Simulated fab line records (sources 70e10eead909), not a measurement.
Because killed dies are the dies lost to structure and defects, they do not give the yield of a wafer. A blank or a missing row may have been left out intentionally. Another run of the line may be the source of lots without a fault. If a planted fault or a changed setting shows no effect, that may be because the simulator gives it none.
Which tool was responsible?    flow nand harc    11 lots with 33 wafers sampled at 4 steps, on a route of 1302 steps

WHAT EACH GAUGE READ, for each wafer
NHARC_P_GATE_CD_MEAS_59 targets a cd of 720 nm.
lot   measured      on         cd nm (nm)
L519  day 6 00:35   cd sem-02  718.7 716.4 720.2
L521  day 6 15:01   cd sem-02  722.6 721.3 720.5
L526  day 8 21:23   cd sem-02  730.0 728.6 728.8
L527  day 9 05:14   cd sem-01  729.2 730.5 730.3
L533  day 11 18:11  cd sem-02  719.6 719.6 721.4
L532  day 11 18:55  cd sem-03  720.2 719.0 717.6
L535  day 12 20:19  cd sem-02  722.0 720.9 721.3
L536  day 12 22:14  cd sem-02  723.0 720.8 721.9
L539  day 14 03:41  cd sem-03  718.6 718.9 721.6
L540  day 14 16:56  cd sem-01  719.8 718.5 717.6
L541  day 15 10:17  cd sem-01  717.7 719.5 720.4

TOOL THAT RAN EACH LOT (tool first, then ch and the chambers of the sampled wafers, then the start)
lot   NHARC_P_GATE_DESCUM_13              NHARC_P_GATE_STRIP_108              NHARC_P_GATE_PEB_57
L519  rie diel-10 ch 0,1,2, day 4 20:55   rie diel-10 ch 0,2, day 5 11:49     litho track-07 ch 0, day 6 00:30
L521  rie diel-10 ch 0,1,3, day 5 10:26   rie diel-01 ch 1,2,3, day 6 02:05   litho track-03 ch 0, day 6 14:55
L526  rie diel-10 ch 0,2,3, day 7 15:40   rie diel-01 ch 0,1,3, day 8 06:14   litho track-03 ch 0, day 8 21:18
L527  rie diel-10 ch 0,3, day 8 01:52     rie diel-03 ch 1,2, day 8 16:19     litho track-03 ch 0, day 9 05:08
L533  rie diel-01 ch 0,1,2, day 10 10:43  rie diel-01 ch 0,2, day 11 05:22    litho track-07 ch 0, day 11 18:05
L532  rie diel-03 ch 0,3, day 10 10:52    rie diel-01 ch 0,1,3, day 11 06:07  litho track-05 ch 0, day 11 18:49
L535  rie diel-01 ch 2,3, day 11 13:36    rie diel-01 ch 0,1,2, day 12 07:25  litho track-03 ch 0, day 12 20:14
L536  rie diel-10 ch 1,2,3, day 11 17:19  rie diel-01 ch 0,1,2, day 12 09:35  litho track-03 ch 0, day 12 22:09
L539  rie diel-01 ch 1,2, day 12 23:32    rie diel-10 ch 2,3, day 13 14:45    litho track-03 ch 0, day 14 03:35
L540  rie diel-01 ch 1,2, day 13 11:38    rie diel-01 ch 0,1,3, day 14 04:11  litho track-05 ch 0, day 14 16:51
L541  rie diel-10 ch 2,3, day 13 22:12    rie diel-03 ch 1,2, day 14 21:28    litho track-07 ch 0, day 15 10:11
- NHARC_P_GATE_DESCUM_13: chemistry O2, time 3 s.
- NHARC_P_GATE_STRIP_108: strips in O2.
- NHARC_P_GATE_PEB_57: peb time 85 s.

THE ANSWER, worked out from the rows above alone
Rule: usual is defined by the lots themselves. The widest of any qualifying gaps counts: lots, ordered by their means at a reading, are off when they make up no more than a third of the lots, leave a main group of 4 or more, and stand apart from it by 3 or more times the standard deviation of that group's means. If all means in a main group match to the digits the tables above print for the reading, that group is not used. Also off: a lot with no number at a reading for which 4 or more lots have one. Any other lot the step has rows for is counted as sound.
Off at NHARC_P_GATE_CD_MEAS_59 (cd nm): L526, L527. The main group: mean 720.0 nm, standard deviation 1.2.
If a tool, at a process step before that reading, ran all the lots that are off and no sound lot after the first of them, it fits. Those tools and the gauges at NHARC_P_GATE_CD_MEAS_59 are tried in the same way. Not one of the candidates tried fits.

WHAT HAD BEEN PUT IN BY THE SIMULATOR
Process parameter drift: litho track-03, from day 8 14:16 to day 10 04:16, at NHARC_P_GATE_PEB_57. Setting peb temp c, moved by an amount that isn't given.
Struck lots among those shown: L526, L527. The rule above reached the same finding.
